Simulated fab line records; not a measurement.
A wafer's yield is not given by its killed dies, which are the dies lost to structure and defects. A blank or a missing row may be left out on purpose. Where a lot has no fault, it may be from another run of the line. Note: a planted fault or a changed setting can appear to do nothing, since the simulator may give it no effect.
fab line records    flow n5-finfet
record lots=7  wafers=39
route steps=1938 shown BEOL_M10@1512 BEOL_M12@1616
start-h: start of the lot's first displayed wafer, in hours after the record's first day    wait-h: how many hours have passed since the lot's step before this one    " the same as in the row above    L1.1+2: several wafers, shown together as one row    - either no value or no given start    * or withheld: withheld    < > ~ a bound
route shown NAME@n: NAME is a module with steps in the file, n the number in the route of the first one    usual: mean/standard deviation of fault-free wafers    same: alike in all rows    chamber/n: place in a boat    sites: per-site readings    _std_site: their standard deviation    _edge_site: inner sites' mean taken away from outer sites' mean    radius-mm: how far each site lies from the wafer's centre    mask NAME#n: copy n    behind: tool/chamber where the wafer was last shaped    hold: why the lot was held/for how many hours/how that ended    device: the n, p or np transistor that did not switch    end of line: the tests these same wafers got at the end of their route    step lacking rows: just its recipe    killed: count of dies lost to structure and defects at first sort (not the wafer's yield)    map: per-die view of a wafer (x killed, . not killed, _ where there is no die)
set.NAME: the setting as run; set.NAME@STEP: as run at that earlier step    model.NAME: the simulator's own value behind a step, which no gauge read
lots with deliberately changed settings; one table per step, one row per wafer
## steps
# step N5_BEOL_M10_TRENCH_ETCH_37
# recipe chemistry=C4F6/O2  target-depth-a=1488.3  target=SiCOH_lowk  time-s=48  ion-energy-ev=250  pressure-mtorr=30  source-w=345  bias-w=185  Ar_flow_sccm=300  C4F6_flow_sccm=10  O2_flow_sccm=10
lot.wafer  tool         chamber  start-h  wait-h  set.time-s  model.BEOL_M10.feature-depth-nm  model.etch.depth-nm  model.TiN_of_BEOL_M10_HM_DEP_02.thk-nm
L077.1     rie-diel-03  0        -        -       48          151.6                            151.5                15.6
L077.2     "            2        "        "       48          148.2                            148.2                15.8
L077.3+6   "            3,0      "        "       48          151.8                            151.8                15.6
L077.4     "            1        "        "       48          150                              149.9                15.6
L077.5     "            3        "        "       48          151.2                            151.3                15.6
L078.1     rie-diel-03  2        -        -       25.28       78.8                             78.75                18
L078.2     "            0        "        "       48          152.2                            152.2                16.4
L078.3     "            1        "        "       25.28       78.6                             78.68                18
L078.4     "            3        "        "       25.28       79.2                             79.26                18.2
L078.5     "            0        "        "       48          153.8                            153.8                16.4
L078.6     "            1        "        "       48          149.4                            149.3                16.2
L079.3     rie-diel-01  0        -        -       48          152.8                            152.9                16
L079.4     "            2        "        "       48          151.6                            151.7                16
L079.5     "            2        "        "       48          150.6                            150.5                15.6
L081.1     rie-diel-03  0        -        -       21.21       67.6                             67.54                17.8
L081.2     "            2        "        "       21.21       66.2                             66.16                18.2
L081.3     "            3        "        "       48          151.4                            151.4                15.6
L081.4     "            1        "        "       48          151.4                            151.5                15.6
L081.5     "            0        "        "       48          152.8                            152.8                15.6
L081.6     "            1        "        "       21.21       66.4                             66.45                17.8
L086.1     rie-diel-03  1        -        -       26.67       82.6                             82.66                18
L086.2     "            3        "        "       26.67       83.8                             83.89                17.6
L086.3     "            2        "        "       26.67       82.4                             82.39                17.8
L086.4     "            0        "        "       48          151                              151                  15.8
L086.5     "            1        "        "       48          150.2                            150.1                16
L086.6     "            2        "        "       48          148.4                            148.5                16
L087.1     rie-diel-03  2        -        -       48          148.6                            148.7                16
L087.2     "            1        "        "       73.64       225.8                            225.9                14
L087.3     "            3        "        "       73.64       231                              230.9                14.2
L087.4     "            0        "        "       48          150.6                            150.6                16
L087.5     "            1        "        "       48          147.8                            147.7                16.2
L087.6     "            2        "        "       73.64       230                              230                  14
L096.1     rie-diel-03  0        -        -       23.59       74.8                             74.72                17.8
L096.2     "            3        "        "       48          150                              150                  15.8
L096.3     "            1        "        "       48          148.4                            148.4                15.8
L096.4     "            1        "        "       23.59       73                               73.03                18
L096.5     "            0        "        "       23.59       74.4                             74.38                18
L096.6     "            3        "        "       48          150                              150                  16
# step N5_BEOL_M10_ETCH_41
# recipe chemistry=CH3F/O2  target=SiCN  target-depth-a=426  taper-deg=2  time-s=86  ion-energy-ev=120  mask-material=TiN  pressure-mtorr=30  source-w=395  bias-w=75  Ar_flow_sccm=150  CH3F_flow_sccm=30  O2_flow_sccm=20
# step N5_BEOL_M10_STRIP_77
# recipe chemistry=N2/H2  time-s=10  power-w=450  temp-c=40  pressure-mtorr=20  rf-frequency-hz=6e+07  bias-power-w=7  n2-flow-sccm=200  h2-flow-sccm=200
# step N5_BEOL_M10_OCD_MEAS_38
# usual trench-depth-nm=149.9/2.5
lot.wafer  tool    chamber  start-h  wait-h  set.time-s@BEOL_M10_TRENCH_ETCH_37  trench-depth-nm
L077.1     ocd-01  -        231.57   -       48                                  151.7
L077.2     "       -        "        "       48                                  148.1
L077.3     "       -        "        "       48                                  152.0
L077.4     "       -        "        "       48                                  149.4
L077.5     "       -        "        "       48                                  151.1
L077.6     "       -        "        "       48                                  151.9
L078.1     ocd-01  -        246.32   -       25.28                               78.6
L078.2     "       -        "        "       48                                  151.8
L078.3     "       -        "        "       25.28                               78.6
L078.4     "       -        "        "       25.28                               79.4
L078.5     "       -        "        "       48                                  153.6
L078.6     "       -        "        "       48                                  148.7
L079.3     ocd-01  -        249.76   -       48                                  152.8
L079.4     "       -        "        "       48                                  151.4
L079.5     "       -        "        "       48                                  150.3
L081.1     ocd-02  -        278.12   -       21.21                               67.8
L081.2     "       -        "        "       21.21                               66.1
L081.3     "       -        "        "       48                                  150.9
L081.4     "       -        "        "       48                                  151.5
L081.5     "       -        "        "       48                                  152.6
L081.6     "       -        "        "       21.21                               66.6
L086.1     ocd-02  -        300.30   -       26.67                               82.7
L086.2     "       -        "        "       26.67                               83.6
L086.3     "       -        "        "       26.67                               82.2
L086.4     "       -        "        "       48                                  151.1
L086.5     "       -        "        "       48                                  150.2
L086.6     "       -        "        "       48                                  148.6
L087.1     ocd-02  -        306.65   -       48                                  148.5
L087.2     "       -        "        "       73.64                               225.9
L087.3     "       -        "        "       73.64                               230.8
L087.4     "       -        "        "       48                                  150.9
L087.5     "       -        "        "       48                                  147.7
L087.6     "       -        "        "       73.64                               230.0
L096.1     ocd-02  -        369.46   -       23.59                               74.9
L096.2     "       -        "        "       48                                  149.3
L096.3     "       -        "        "       48                                  148.6
L096.4     "       -        "        "       23.59                               73.3
L096.5     "       -        "        "       23.59                               74.3
L096.6     "       -        "        "       48                                  149.7
# step N5_BEOL_M10_HM_STRIP_39
# recipe chemistry=peroxide-tin-strip  material=TiN  target-depth-a=250  temp-c=50  time-s=158
# step N5_BEOL_M10_SRD_40
# recipe time-s=30  temp-c=23  rinse-liquid=diw  dry=ipa-marangoni
# step N5_BEOL_M10_ECD_50
# recipe material=Cu  target-thk-a=3180
# step N5_BEOL_M10_ANNEAL_51
# recipe temp-c=225  time-s=90  ambient=N2
# step N5_BEOL_M10_CMP_52
# recipe stop-on=SiCOH_lowk  t-overpolish-s=7  down-force-psi=1  platen-rpm=50  clearing-platen-down-force-psi=1.5  clearing-platen-rpm=50  post-cmp-clean=cu-alkaline  target-thk-nm=140  clearing-platen-pad-velocity-m-s=0.99484  pad-velocity-m-s=0.99484
lot.wafer  tool    chamber  start-h  wait-h  set.time-s@BEOL_M10_TRENCH_ETCH_37  model.Cu_of_BEOL_M10_ECD_50.thk-nm
L077.3     cmp-04  1        235.95   0.2     48                                  144
L077.1     "       2        "        "       48                                  140.2
L077.2     "       3        "        "       48                                  139
L077.4     "       0        "        "       48                                  139.8
L077.5     "       1        "        "       48                                  143.8
L077.6     "       2        "        "       48                                  142.8
L078.4     cmp-04  0        251.87   0.1     25.28                               69
L078.2     "       1        "        "       48                                  143.8
L078.3     "       2        "        "       25.28                               68
L078.1     "       3        "        "       25.28                               69.6
L078.5     "       0        "        "       48                                  142.4
L078.6     "       1        "        "       48                                  140.8
L079.3     cmp-03  0        253.35   0.2     48                                  144
L079.4     "       2        "        "       48                                  143.2
L079.5     "       0        "        "       48                                  141.6
L081.2     cmp-02  2        282.20   0.2     21.21                               57
L081.3     "       3        "        "       48                                  142.4
L081.1     "       0        "        "       21.21                               59
L081.4     "       1        "        "       48                                  141.8
L081.5     "       2        "        "       48                                  144.8
L081.6     "       3        "        "       21.21                               56.8
L086.3     cmp-02  0        303.53   0.2     26.67                               72.4
L086.1     "       1        "        "       26.67                               72
L086.2     "       2        "        "       26.67                               73.4
L086.4     "       3        "        "       48                                  141.2
L086.5     "       0        "        "       48                                  141.6
L086.6     "       1        "        "       48                                  138.4
L087.2     cmp-02  0        309.49   0.2     73.64                               217.6
L087.1     "       1        "        "       48                                  139.4
L087.4     "       2        "        "       48                                  141.2
L087.3     "       3        "        "       73.64                               221
L087.6     "       0        "        "       73.64                               221.2
L087.5     "       1        "        "       48                                  137.6
L096.3     cmp-04  3        371.58   0.2     48                                  138
L096.1     "       0        "        "       23.59                               64.4
L096.2     "       1        "        "       48                                  140.8
L096.4     "       2        "        "       23.59                               61.6
L096.5     "       3        "        "       23.59                               63.8
L096.6     "       0        "        "       48                                  138.6
# step N5_BEOL_M10_THK_MEAS_53
# recipe thk-meas-gauge=xrf  reads=Cu_of_BEOL_M10_ECD_50
# usual M10_THK=141.4/2.8
lot.wafer  tool           chamber  start-h  wait-h  set.time-s@BEOL_M10_TRENCH_ETCH_37  M10_THK[nm]
L077.1     film-metro-01  -        236.24   -       48                                  141.4
L077.2     "              -        "        "       48                                  139.1
L077.3     "              -        "        "       48                                  145.0
L077.4     "              -        "        "       48                                  141.0
L077.5     "              -        "        "       48                                  144.3
L077.6     "              -        "        "       48                                  144.1
L078.1     film-metro-01  -        252.17   -       25.28                               69.6
L078.2     "              -        "        "       48                                  144.5
L078.3     "              -        "        "       25.28                               67.9
L078.4     "              -        "        "       25.28                               69.1
L078.5     "              -        "        "       48                                  143.6
L078.6     "              -        "        "       48                                  140.4
L079.3     film-metro-01  -        253.61   -       48                                  144.9
L079.4     "              -        "        "       48                                  143.5
L079.5     "              -        "        "       48                                  142.2
L081.1     film-metro-02  -        282.50   -       21.21                               59.0
L081.2     "              -        "        "       21.21                               57.5
L081.3     "              -        "        "       48                                  143.7
L081.4     "              -        "        "       48                                  142.1
L081.5     "              -        "        "       48                                  145.3
L081.6     "              -        "        "       21.21                               57.0
L086.1     film-metro-01  -        303.82   -       26.67                               72.6
L086.2     "              -        "        "       26.67                               74.5
L086.3     "              -        "        "       26.67                               72.9
L086.4     "              -        "        "       48                                  142.4
L086.5     "              -        "        "       48                                  142.7
L086.6     "              -        "        "       48                                  139.4
L087.1     film-metro-02  -        309.79   -       48                                  140.0
L087.2     "              -        "        "       73.64                               219.9
L087.3     "              -        "        "       73.64                               222.2
L087.4     "              -        "        "       48                                  142.4
L087.5     "              -        "        "       48                                  138.2
L087.6     "              -        "        "       73.64                               223.2
L096.1     film-metro-01  -        371.87   -       23.59                               64.7
L096.2     "              -        "        "       48                                  142.1
L096.3     "              -        "        "       48                                  138.8
L096.4     "              -        "        "       23.59                               61.8
L096.5     "              -        "        "       23.59                               64.3
L096.6     "              -        "        "       48                                  140.0
# step N5_BEOL_M10_PRE_CLEAN_55
# recipe gas=NH3  time-s=15  temp-c=withheld  rf-power-w=300
# step N5_BEOL_M10_DEP_56
# recipe material=SiCN  target-thk-a=150  temp-c=withheld  precursor=3MS/NH3  pressure-torr=3  rf-w=202  time-s=26.5
# step N5_BEOL_M10_RS_MEAS_57
# recipe thk-meas-gauge=four-point-probe  reads=Cu_of_BEOL_M10_ECD_50+Co_of_BEOL_M10_CVD_75+TaN_of_BEOL_M10_ALD_74
# usual M10_RS=0.150/0.003
lot.wafer  tool           chamber  start-h  wait-h  set.time-s@BEOL_M10_TRENCH_ETCH_37  M10_RS[ohm/sq]
L077.1     film-metro-02  -        236.38   0.1     48                                  0.151
L077.2     "              -        "        "       48                                  0.152
L077.3     "              -        "        "       48                                  0.146
L077.4     "              -        "        "       48                                  0.151
L077.5     "              -        "        "       48                                  0.147
L077.6     "              -        "        "       48                                  0.147
L078.1     film-metro-02  -        252.30   0.1     25.28                               0.337
L078.2     "              -        "        "       48                                  0.147
L078.3     "              -        "        "       25.28                               0.346
L078.4     "              -        "        "       25.28                               0.341
L078.5     "              -        "        "       48                                  0.148
L078.6     "              -        "        "       48                                  0.150
L079.3     film-metro-02  -        253.75   0.1     48                                  0.146
L079.4     "              -        "        "       48                                  0.147
L079.5     "              -        "        "       48                                  0.149
L081.1     film-metro-02  -        282.63   0.1     21.21                               0.412
L081.2     "              -        "        "       21.21                               0.429
L081.3     "              -        "        "       48                                  0.148
L081.4     "              -        "        "       48                                  0.149
L081.5     "              -        "        "       48                                  0.146
L081.6     "              -        "        "       21.21                               0.431
L086.1     film-metro-02  -        303.96   0.1     26.67                               0.323
L086.2     "              -        "        "       26.67                               0.315
L086.3     "              -        "        "       26.67                               0.321
L086.4     "              -        "        "       48                                  0.150
L086.5     "              -        "        "       48                                  0.149
L086.6     "              -        "        "       48                                  0.153
L087.1     film-metro-02  -        309.92   0.1     48                                  0.152
L087.2     "              -        "        "       73.64                               0.094
L087.3     "              -        "        "       73.64                               0.092
L087.4     "              -        "        "       48                                  0.149
L087.5     "              -        "        "       48                                  0.154
L087.6     "              -        "        "       73.64                               0.092
L096.1     film-metro-01  -        372.01   0.1     23.59                               0.368
L096.2     "              -        "        "       48                                  0.149
L096.3     "              -        "        "       48                                  0.153
L096.4     "              -        "        "       23.59                               0.389
L096.5     "              -        "        "       23.59                               0.373
L096.6     "              -        "        "       48                                  0.152
# step N5_BEOL_M12_ETCH_59
# recipe chemistry=N2/H2  target=BARC  target-depth-a=890  overetch-a=267  time-s=67.9  ion-energy-ev=200  pressure-mtorr=30  source-w=840  bias-w=150  n2-flow-sccm=200  h2-flow-sccm=200
lot.wafer  tool         chamber  start-h  wait-h  set.target-depth-a  model.etch.depth-nm  model.coat_of_BEOL_M12_COAT_04.thk-nm
L077.1     rie-diel-02  0        246.84   0.0     890                 89.01                316
L077.2     "            3        "        "       1314                88.95                298
L077.3     "            2        "        "       890                 89.02                316.8
L077.4     "            1        "        "       890                 89.04                315.8
L077.5     "            3        "        "       1314                89.39                296.2
L077.6     "            0        "        "       1314                88.75                292.8
L078.1     rie-diel-02  1        263.25   0.0     890                 89.63                316.8
L078.2     "            0        "        "       890                 89.28                317.6
L078.3     "            3        "        "       890                 89.18                322
L078.4     "            2        "        "       890                 89.18                319
L078.5     "            1        "        "       890                 89.33                316.6
L078.6     "            0        "        "       890                 89.27                317.8
L079.3     rie-diel-03  0        265.79   0.0     890                 88.9                 315.4
L079.4     "            3        "        "       890                 89.02                316.2
L079.5     "            1        "        "       890                 88.76                318
L081.1     rie-diel-02  0        291.16   0.0     890                 88.88                317
L081.2     "            1        "        "       380.7               67.64                345.6
L081.3     "            2        "        "       890                 88.91                316.2
L081.4     "            3        "        "       890                 88.97                319.6
L081.5     "            1        "        "       380.7               66.96                344.2
L081.6     "            0        "        "       380.7               66.14                345.4
L086.1     rie-diel-01  3        312.76   0.0     361.1               63.86                346.6
L086.2     "            1        "        "       890                 89.46                313.8
L086.3     "            2        "        "       890                 89.02                316
L086.4     "            0        "        "       361.1               65.73                345
L086.5     "            3        "        "       361.1               63.22                347
L086.6     "            0        "        "       890                 89.2                 314.4
L087.1     rie-diel-01  1        318.68   0.0     729.2               88.95                325.4
L087.2     "            2        "        "       729.2               89                   326.8
L087.3     "            3        "        "       890                 88.84                317
L087.4     "            0        "        "       890                 88.92                315.4
L087.5     "            0        "        "       890                 88.96                314.2
L087.6     "            3        "        "       729.2               88.99                327.4
L096.1     rie-diel-03  1        383.43   0.0     890                 88.98                319
L096.2     "            0        "        "       890                 88.89                315.2
L096.3     "            3        "        "       890                 89.01                316.2
L096.4     "            0        "        "       1043                88.8                 308.6
L096.5     "            3        "        "       1043                88.82                308.4
L096.6     "            1        "        "       1043                88.87                310.4
# step N5_BEOL_M12_VIA_ETCH_16
# recipe chemistry=C4F8/O2/Ar  target=SiOC  pressure-mtorr=30  source-w=3000  bias-w=700  Ar_flow_sccm=400  C4F8_flow_sccm=15  O2_flow_sccm=8  he-inner-torr=15  he-outer-torr=30  target-depth-a=7248  time-s=withheld  ion-energy-ev=250  ends=cleared
lot.wafer  tool         chamber  start-h  wait-h  set.target-depth-a@BEOL_M12_ETCH_59  model.coat_of_BEOL_M12_COAT_04.thk-nm
L077.1     rie-diel-02  0        246.89   0.0     890                                  122.4
L077.2     "            3        "        "       1314                                 102.4
L077.3     "            2        "        "       890                                  124.2
L077.4     "            1        "        "       890                                  117.4
L077.5     "            3        "        "       1314                                 98.6
L077.6     "            0        "        "       1314                                 93.4
L078.1     rie-diel-02  1        263.30   0.0     890                                  120.4
L078.2     "            0        "        "       890                                  120.6
L078.3     "            3        "        "       890                                  129.6
L078.4     "            2        "        "       890                                  121.4
L078.5     "            1        "        "       890                                  115.4
L078.6     "            0        "        "       890                                  119.8
L079.3     rie-diel-03  0        265.84   0.0     890                                  119.2
L079.4     "            3        "        "       890                                  117.4
L079.5     "            1        "        "       890                                  120.6
L081.1     rie-diel-02  0        291.21   0.0     890                                  124.8
L081.2     "            1        "        "       380.7                                153.6
L081.3     "            2        "        "       890                                  122.2
L081.4     "            3        "        "       890                                  124
L081.5     "            1        "        "       380.7                                149.4
L081.6     "            0        "        "       380.7                                152.2
L086.1     rie-diel-01  3        312.81   0.0     361.1                                153.4
L086.2     "            1        "        "       890                                  119.2
L086.3     "            2        "        "       890                                  124.4
L086.4     "            0        "        "       361.1                                150
L086.5     "            3        "        "       361.1                                149.6
L086.6     "            0        "        "       890                                  115.6
L087.1     rie-diel-01  1        318.73   0.0     729.2                                130
L087.2     "            2        "        "       729.2                                132.2
L087.3     "            3        "        "       890                                  126.2
L087.4     "            0        "        "       890                                  118.4
L087.5     "            0        "        "       890                                  119.8
L087.6     "            3        "        "       729.2                                129.6
L096.1     rie-diel-03  1        383.48   0.0     890                                  126.4
L096.2     "            0        "        "       890                                  121.6
L096.3     "            3        "        "       890                                  118
L096.4     "            0        "        "       1043                                 110.8
L096.5     "            3        "        "       1043                                 109.8
L096.6     "            1        "        "       1043                                 113.6
# step N5_BEOL_M12_STRIP_63
# recipe chemistry=N2/H2  power-w=1000  temp-c=250  h2-frac=0.65  overash-fraction=0.3  pressure-mtorr=1000  n2-flow-sccm=1750  h2-flow-sccm=3250
# usual strip-time-to-endpoint-s=42.1/0.99
lot.wafer  tool             chamber  start-h  wait-h  set.target-depth-a@BEOL_M12_ETCH_59  strip-time-to-endpoint-s
L077.1     plasma-asher-01  1        247.09   -       890                                  42.3
L077.2     "                0        "        "       1314                                 36.9
L077.3     "                0        "        "       890                                  42.8
L077.4     "                1        "        "       890                                  41.0
L077.5     "                0        "        "       1314                                 35.8
L077.6     "                1        "        "       1314                                 34.4
L078.1     plasma-asher-01  0        263.50   -       890                                  41.8
L078.2     "                1        "        "       890                                  41.8
L078.3     "                0        "        "       890                                  44.2
L078.4     "                1        "        "       890                                  42.1
L078.5     "                0        "        "       890                                  40.4
L078.6     "                1        "        "       890                                  41.6
L079.3     plasma-asher-01  1        266.06   -       890                                  41.5
L079.4     "                0        "        "       890                                  41.0
L079.5     "                0        "        "       890                                  41.8
L081.1     plasma-asher-01  0        291.41   -       890                                  43.0
L081.2     "                1        "        "       380.7                                50.6
L081.3     "                1        "        "       890                                  42.3
L081.4     "                0        "        "       890                                  42.7
L081.5     "                0        "        "       380.7                                49.5
L081.6     "                1        "        "       380.7                                50.2
L086.1     plasma-asher-02  1        313.01   -       361.1                                50.6
L086.2     "                0        "        "       890                                  41.5
L086.3     "                0        "        "       890                                  42.9
L086.4     "                1        "        "       361.1                                49.7
L086.5     "                0        "        "       361.1                                49.6
L086.6     "                1        "        "       890                                  40.5
L087.1     plasma-asher-01  0        318.94   -       729.2                                44.4
L087.2     "                1        "        "       729.2                                44.9
L087.3     "                0        "        "       890                                  43.3
L087.4     "                1        "        "       890                                  41.2
L087.5     "                0        "        "       890                                  41.6
L087.6     "                1        "        "       729.2                                44.3
L096.1     plasma-asher-02  1        383.68   -       890                                  43.4
L096.2     "                0        "        "       890                                  42.1
L096.3     "                0        "        "       890                                  41.1
L096.4     "                1        "        "       1043                                 39.2
L096.5     "                1        "        "       1043                                 38.9
L096.6     "                0        "        "       1043                                 40.0
# step N5_BEOL_M12_STRIP_64
# recipe chemistry=N2/H2  power-w=1000  temp-c=250  h2-frac=0.65  overash-fraction=0.3  pressure-mtorr=withheld  n2-flow-sccm=1750  h2-flow-sccm=3250
# step N5_BEOL_M12_STRIP_71
# recipe chemistry=post-etch-residue-remover  time-s=60  temp-c=25  remover-ph=withheld  remover-water-wt-pct=withheld  remover-fluoride-wt-pct=withheld
# step N5_BEOL_M12_SRD_72
# recipe time-s=30  temp-c=23  rinse-liquid=diw  dry=n2-spin  spin-rpm=1500  dry-time-s=30
# step N5_BEOL_M12_CD_MEAS_17
# recipe target-cd-nm=140  polarity=opening
# usual cd-nm=139.6/1.7
lot.wafer  tool       chamber  start-h  wait-h  set.target-depth-a@BEOL_M12_ETCH_59  cd-nm
L077.1     cd-sem-03  -        247.30   0.0     890                                  141.0
L077.2     "          -        "        "       1314                                 144.0
L077.3     "          -        "        "       890                                  138.3
L077.4     "          -        "        "       890                                  138.6
L077.5     "          -        "        "       1314                                 147.1
L077.6     "          -        "        "       1314                                 147.8
L078.1     cd-sem-02  -        263.71   0.0     890                                  140.1
L078.2     "          -        "        "       890                                  139.8
L078.3     "          -        "        "       890                                  139.4
L078.4     "          -        "        "       890                                  139.4
L078.5     "          -        "        "       890                                  139.9
L078.6     "          -        "        "       890                                  140.2
L079.3     cd-sem-03  -        266.25   0.0     890                                  142.0
L079.4     "          -        "        "       890                                  143.8
L079.5     "          -        "        "       890                                  140.3
L081.1     cd-sem-02  -        291.62   0.0     890                                  141.7
L081.2     "          -        "        "       380.7                                132.1
L081.3     "          -        "        "       890                                  141.9
L081.4     "          -        "        "       890                                  140.6
L081.5     "          -        "        "       380.7                                135.3
L081.6     "          -        "        "       380.7                                133.4
L086.1     cd-sem-03  -        313.22   0.0     361.1                                130.6
L086.2     "          -        "        "       890                                  136.7
L086.3     "          -        "        "       890                                  139.3
L086.4     "          -        "        "       361.1                                129.0
L086.5     "          -        "        "       361.1                                131.4
L086.6     "          -        "        "       890                                  137.9
L087.1     cd-sem-01  -        319.18   0.0     729.2                                137.4
L087.2     "          -        "        "       729.2                                137.7
L087.3     "          -        "        "       890                                  136.8
L087.4     "          -        "        "       890                                  137.8
L087.5     "          -        "        "       890                                  140.5
L087.6     "          -        "        "       729.2                                136.8
L096.1     cd-sem-03  -        383.89   0.0     890                                  141.3
L096.2     "          -        "        "       890                                  142.0
L096.3     "          -        "        "       890                                  140.3
L096.4     "          -        "        "       1043                                 144.4
L096.5     "          -        "        "       1043                                 143.0
L096.6     "          -        "        "       1043                                 142.7
## key
split step=N5_BEOL_M10_TRENCH_ETCH_37  setting=time-s  stated=48  by=wafer
response step=N5_BEOL_M10_TRENCH_ETCH_37  reading=model.BEOL_M10.feature-depth-nm  change=+1.51  per=1%  r=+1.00
response step=N5_BEOL_M10_TRENCH_ETCH_37  reading=model.etch.depth-nm  change=+1.51  per=1%  r=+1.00
response step=N5_BEOL_M10_TRENCH_ETCH_37  reading=model.TiN_of_BEOL_M10_HM_DEP_02.thk-nm  change=-0.0397  per=1%  r=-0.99
response step=N5_BEOL_M10_OCD_MEAS_38  reading=trench-depth-nm  change=+1.51  per=1%  r=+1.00
response step=N5_BEOL_M10_CMP_52  reading=model.Cu_of_BEOL_M10_ECD_50.thk-nm  change=+1.52  per=1%  r=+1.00
response step=N5_BEOL_M10_THK_MEAS_53  reading=M10_THK  change=+1.53  per=1%  r=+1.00
response step=N5_BEOL_M10_RS_MEAS_57  reading=M10_RS  shape=bent  at-lowest=0.424  at-stated=0.149  at-highest=0.093
split step=N5_BEOL_M12_ETCH_59  setting=target-depth-a  stated=890  by=wafer
response step=N5_BEOL_M12_ETCH_59  reading=model.etch.depth-nm  shape=bent  at-lowest=64.27  at-stated=89.07  at-highest=89.03
response step=N5_BEOL_M12_ETCH_59  reading=model.coat_of_BEOL_M12_COAT_04.thk-nm  change=-0.49  per=1%  r=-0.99
response step=N5_BEOL_M12_VIA_ETCH_16  reading=model.coat_of_BEOL_M12_COAT_04.thk-nm  change=-0.507  per=1%  r=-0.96
response step=N5_BEOL_M12_STRIP_63  reading=strip-time-to-endpoint-s  change=*  per=1%  r=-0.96
response step=N5_BEOL_M12_CD_MEAS_17  reading=cd-nm  change=+0.133  per=1%  r=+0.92
